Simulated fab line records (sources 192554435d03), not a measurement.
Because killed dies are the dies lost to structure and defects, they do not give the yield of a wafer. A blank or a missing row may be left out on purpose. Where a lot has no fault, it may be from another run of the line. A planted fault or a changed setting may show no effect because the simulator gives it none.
The tool behind it: which one? -- flow n5-finfet -- 24 wafers from 8 lots sampled at 3 of the route's 1938 steps

WHAT THE GAUGES SHOWED, per wafer
N5_PMOS_HMC_CHANNEL_EPI_THK_MEAS_22.
lot,measured,on,HMC_CMP_THK (nm)
L678,day 3 01:50,film-metro-01,53.2 54.0 54.2
L682,day 4 01:31,film-metro-01,57.9 55.0 56.6
L686,day 5 01:13,film-metro-01,53.5 54.4 53.1
L691,day 6 07:59,film-metro-01,53.0 54.6 53.8
L692,day 6 13:46,film-metro-01,52.7 54.3 54.0
L694,day 7 02:12,film-metro-01,54.2 53.0 54.0
L695,day 7 07:56,film-metro-01,53.5 54.0 54.1
L696,day 7 14:40,film-metro-02,54.3 54.1 54.3

WHAT TOOL EACH LOT RAN ON (gives the tool, then ch and the chambers of the sampled wafers, and finally the start)
lot,N5_PMOS_HMC_CHANNEL_EPI_HM_OPEN_15,N5_PMOS_HMC_CHANNEL_EPI_FIN_RECESS_16
L678,"rie-diel-04 ch 0,1, day 2 23:40","rie-si-02 ch 1,2,3, day 3 00:02"
L682,"rie-diel-03 ch 1,2,3, day 3 23:20","rie-si-02 ch 1,2,3, day 3 23:43"
L686,"rie-diel-01 ch 0,1, day 4 23:01","rie-si-04 ch 1,2,3, day 4 23:25"
L691,"rie-diel-01 ch 1,2, day 6 05:48","rie-si-04 ch 0,1, day 6 06:11"
L692,"rie-diel-04 ch 0,1,2, day 6 11:35","rie-si-04 ch 0,1,2, day 6 11:58"
L694,"rie-diel-03 ch 0,2, day 6 23:35","rie-si-04 ch 1,2,3, day 6 23:59"
L695,"rie-diel-04 ch 1,2, day 7 05:40","rie-si-02 ch 2,3, day 7 06:03"
L696,"rie-diel-04 ch 1,2,3, day 7 11:50","rie-si-06 ch 0,1,2, day 7 12:28"
- N5_PMOS_HMC_CHANNEL_EPI_HM_OPEN_15: chemistry CHF3/O2, target SiO2, target depth 40.6 nm, time 20.3 s.
- N5_PMOS_HMC_CHANNEL_EPI_FIN_RECESS_16: chemistry HBr/Cl2, target Si, target depth 54 nm, time 18 s.

THE ANSWER, worked out from the rows above alone
Rule: the usual values come from the lots themselves. The widest of any qualifying gaps counts: lots, ordered by their means at a reading, are off when they make up no more than a third of the lots, leave a main group of 4 or more, and stand apart from it by 3 or more times the standard deviation of that group's means. A main group is skipped when, at the precision printed for the reading in the tables above, its means are all equal. A lot without any number at a reading at which 4 lots or more have one is off too. Any other lot the step has rows for is counted as sound.
Off: L682, seen at N5_PMOS_HMC_CHANNEL_EPI_THK_MEAS_22 (HMC_CMP_THK). The main group: mean 53.8 nm, standard deviation 0.18.
A tool fits if, at a process step before that reading, it ran every lot that is off, and no sound lot after the first of them. The gauges at N5_PMOS_HMC_CHANNEL_EPI_THK_MEAS_22 are tried like those tools. Of those tried, none fits.

WHAT WAS PUT IN BY THE SIMULATOR
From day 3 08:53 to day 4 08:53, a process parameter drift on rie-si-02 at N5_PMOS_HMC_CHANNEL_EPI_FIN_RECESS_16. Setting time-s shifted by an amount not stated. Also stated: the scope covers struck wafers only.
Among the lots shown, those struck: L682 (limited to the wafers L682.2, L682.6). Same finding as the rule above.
